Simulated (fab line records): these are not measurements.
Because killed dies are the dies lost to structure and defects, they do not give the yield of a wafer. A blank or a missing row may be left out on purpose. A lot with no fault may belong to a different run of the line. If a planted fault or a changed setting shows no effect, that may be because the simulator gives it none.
A struck lot beside a sound one || flow n5Finfet || 37 steps out of a route of 1938
Sound: these wafers, L979.2, L979.3, L979.5. Struck: wafer L987.1. (L987.4, L987.6 of the same lot were not struck and are left out.) The cause comes at the end.
For every step that has rows: the tool of each side, followed by ch and its chambers, followed by its first start. Under that, the readings that differ: sound wafers || struck wafers || difference of the means || sigmas: that difference in standard deviations of wafers without a fault.
alike: readings with means less than 2 such deviations apart, plus words and numbers identical on both sides. not compared: withheld readings, readings lacking a value on some wafer, bounds such as >300 that could conceal the same value, and numbers that have no deviation in the record and whose values overlap.
Wherever a step has rows on one side only, a row that says differs or no value, or a row with sigmas, the two part there. Numbers that don't overlap but have no deviation are shown without sigmas and don't part them. A reading missing from all wafers of one side parts the sides only when that side holds two or more wafers.

first, 9 steps without rows for these wafers: N5_BEOL_M11_ALD_74 (deposits TaN, target thk 2 nm, pulse time 2 s, purge time 3 s); N5_BEOL_M11_SURFACE_TREAT_76; N5_BEOL_M11_CVD_75 (deposits Co from CCTBA/H2, target thk 2 nm, time 138.9 s); N5_BEOL_M11_SPUTTER_48 (material Cu, target thk 12 nm, time 2 s); N5_BEOL_M11_ECD_50 (material Cu, target thk 318 nm); N5_BEOL_M11_ANNEAL_51 (time 90 s); N5_BEOL_M11_CMP_52 (polishes, stops on SiCOH lowk, t overpolish 7 s, target thk 140 nm); N5_BEOL_M11_PRE_CLEAN_55 (time 15 s); N5_BEOL_M11_DEP_56 (deposits SiCN from 3MS/NH3, target thk 30 nm, time 10.5 s).
N5_BEOL_M12_ILD_DEP_00: deposits SiOC from DEMS/O2, target thk 658.92 nm, time 130.7 s.
  sound on pecvd-02 ch 0,1,2, day 15 01:34; struck on pecvd-02 ch 1, day 18 03:52
{"reading": "rfFwdPowerW (W)", "sound": "496.4 496.9 493.7", "struck": 500.6, "difference": "+4.9", "sigmas": "+3"}
{"reading": "model.SiOC_of_BEOL_M12_ILD_DEP_00.thkNm (nm)", "sound": "654.2 656.8 661.6", "struck": 883, "difference": "+225", "sigmas": ""}
  alike: heaterPowerW, showerheadPlenumPTorr, throttleValvePct
  not compared: sinceWetCleanH
N5_BEOL_M12_THK_MEAS_01:
  struck on filmMetro-01, day 18 04:00; sound on filmMetro-02, day 15 01:42
{"reading": "M12_ILD_THK (nm)", "sound": "654 656 661", "struck": 883, "difference": "+226", "sigmas": "+26"}
then, 10 steps without rows for these wafers: N5_BEOL_M12_COAT_58 (time 60 s, resist thk 89 nm); N5_BEOL_M12_COAT_04 (resist thk 400 nm); N5_BEOL_M12_EBR_06; N5_BEOL_M12_SOFTBAKE_05 (time 60 s); N5_BEOL_M12_EXPOSE_07 (exposes mask V11); N5_BEOL_M12_PEB_08 (peb time 90 s); N5_BEOL_M12_DEVELOP_09 (develop time 45 s); N5_BEOL_M12_HARDBAKE_14 (time 120 s); N5_BEOL_M12_DESCUM_15 (chemistry O2, time 7.9 s); N5_BEOL_M12_ETCH_59 (etches BARC in N2/H2, target depth 89 nm, overetch 26.7 nm, time 67.9 s).
N5_BEOL_M12_VIA_ETCH_16: etches SiOC in C4F8/O2/Ar, target depth 724.8 nm.
  sound on rieDiel-04 ch 0,2, day 15 02:19; struck on rieDiel-04 ch 3, day 18 04:41
{"reading": "model.etch.depthNm (nm)", "sound": "654.3 656.8 661.5", "struck": 883.1, "difference": "+225.6", "sigmas": ""}
{"reading": "model.coat_of_BEOL_M12_COAT_04.thkNm (nm)", "sound": "124.6 125.2 124.6", "struck": 55.8, "difference": -69.0, "sigmas": ""}
  alike: C4F8_flow_sccm, O2_flow_sccm, drypumpMotorCurrentA, oesProductAu, rfVppV, showerheadPlenumPTorr, throttleValvePct
  not compared: rfFwdPowerW
N5_BEOL_M12_STRIP_63: strips in N2/H2.
  sound on plasmaAsher-02 ch 0, day 15 02:31; struck on plasmaAsher-02 ch 1, day 18 04:53
{"reading": "drypumpMotorCurrentA (A)", "sound": "6.1 6.1 6.1", "struck": 5.0, "difference": -1.1, "sigmas": -2}
{"reading": "oesProductAu (a.u.)", "sound": "0.690 0.697 0.692", "struck": 0.672, "difference": -0.021, "sigmas": -5}
{"reading": "stripTimeToEndpointS (s)", "sound": "43.0 43.1 42.9", "struck": 23.4, "difference": -19.6, "sigmas": -26}
  alike: heaterPowerW, n2FlowSccm
  not compared: rfHoursCounterH
then, 12 steps without rows for these wafers: N5_BEOL_M12_STRIP_64 (strips in N2/H2); N5_BEOL_M12_STRIP_71 (strips in post etch residue remover, time 60 s); N5_BEOL_M12_SRD_72 (time 30 s, dry time 30 s); N5_BEOL_M12_COAT_65 (time 60 s, resist thk 300 nm); N5_BEOL_M12_COAT_66 (time 60 s, resist thk 110 nm); N5_BEOL_M12_COAT_22 (resist thk 300 nm); N5_BEOL_M12_EBR_24; N5_BEOL_M12_SOFTBAKE_23 (time 60 s); N5_BEOL_M12_EXPOSE_25 (exposes mask M12); N5_BEOL_M12_PEB_26 (peb time 90 s); N5_BEOL_M12_DEVELOP_27 (develop time 45 s); N5_BEOL_M12_HARDBAKE_32 (time 120 s).
N5_BEOL_M12_CMP_49: polishes, stops on SiOC, t overpolish 20.6 s, target thk 320 nm.
  sound on cmp-02 ch 1,3, day 15 06:50; struck on cmp-03 ch 0, day 18 10:16
{"reading": "model.SiOC_of_BEOL_M12_ILD_DEP_00.thkNm (nm)", "sound": "595 598.4 603", "struck": 823.4, "difference": "+224.6", "sigmas": ""}
  alike: motorCurrentA
N5_PASSIVATION_PROBE_49:
  sound wafers here have rows in the record (prober-02, day 16 19:38); struck ones have none

## WHERE THEY PART
First at N5_BEOL_M12_ILD_DEP_00; last, within this record, at N5_PASSIVATION_PROBE_49.

WHY: whatever the simulator had introduced
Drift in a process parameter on pecvd-02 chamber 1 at N5_BEOL_M12_ILD_DEP_00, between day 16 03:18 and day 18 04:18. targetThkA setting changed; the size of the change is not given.
